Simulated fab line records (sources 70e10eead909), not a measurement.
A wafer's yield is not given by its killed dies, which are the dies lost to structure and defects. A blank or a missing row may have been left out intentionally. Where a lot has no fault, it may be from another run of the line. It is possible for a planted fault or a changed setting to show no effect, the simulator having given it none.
Matching of chambers -- flow nand harc -- NHARC_A_ZERO_WELL_DESCUM_12 on rie diel-08 has 4 sister chambers
The step chemistry O2, time 3 s. 18 wafers are shown with their chamber, then 9 later ones without.

## WAFERS PAIRED WITH THEIR CHAMBERS
wafer,chamber,showerhead plenum p Torr (Torr),throttle valve pct (%),o2 flow sccm (sccm)
L200.3,1,1.94,11.302,199.2
L200.4,1,1.94,11.311,198.9
L200.6,2,1.85,11.305,200.4
L202.1,1,1.94,11.308,201.3
L202.4,0,2.07,11.308,200.0
L202.5,1,1.94,11.317,199.9
L208.1,0,2.07,11.320,200.0
L208.3,3,2.00,11.294,199.6
L208.4,0,2.07,11.306,199.1
L215.3,1,1.94,11.293,200.1
L215.4,3,1.99,11.308,200.2
L215.6,2,1.85,11.295,200.1
L214.1,3,2.00,11.313,200.1
L214.2,0,2.07,11.329,199.5
L214.4,1,1.94,11.314,200.2
L216.1,3,1.99,11.313,200.1
L216.3,1,1.94,11.302,199.3
L216.5,0,2.07,11.324,200.7

SIGNATURES, as means of the wafers listed above
reading,chamber 0,chamber 1,chamber 2,chamber 3,scatter within a chamber
showerhead plenum p Torr,2.0700,1.9400,1.8500,1.9950,0.00267
throttle valve pct,11.31740,11.30671,11.30000,11.30700,0.00889
o2 flow sccm,199.860,199.843,200.250,200.000,0.634
Rule: distance of a wafer from a chamber = root of the sum over the readings of ((wafer's reading minus chamber's mean) / reading's scatter) squared. If the next closest chamber is less than 2 further off than the closest, the wafer can't be placed; otherwise it belongs to the closest. The scatter is the square root of a quotient: the sum, over the shown wafers, of each reading's squared deviation from its chamber's mean, divided by wafers minus chambers.

## WAFERS WITHOUT THEIR CHAMBER
wafer,showerhead plenum p Torr (Torr),throttle valve pct (%),o2 flow sccm (sccm)
L217.3,1.85,11.309,200.8
L217.4,1.94,11.308,199.9
L217.6,1.94,11.315,200.2
L219.4,2.07,11.309,200.0
L219.5,1.85,11.315,200.6
L219.6,2.00,11.308,201.2
L220.2,1.85,11.303,200.3
L220.3,2.07,11.300,199.3
L220.4,1.85,11.329,200.2

## EACH ONE'S CHAMBER
wafer,from the rows above,in truth
L217.3,2,2
L217.4,1,1
L217.6,1,1
L219.4,0,0
L219.5,2,2
L219.6,3,3
L220.2,2,2
L220.3,0,0
L220.4,2,2
Placed correctly: 9 of 9. Number that these rows cannot place: 0. Number placed wrongly: 0.
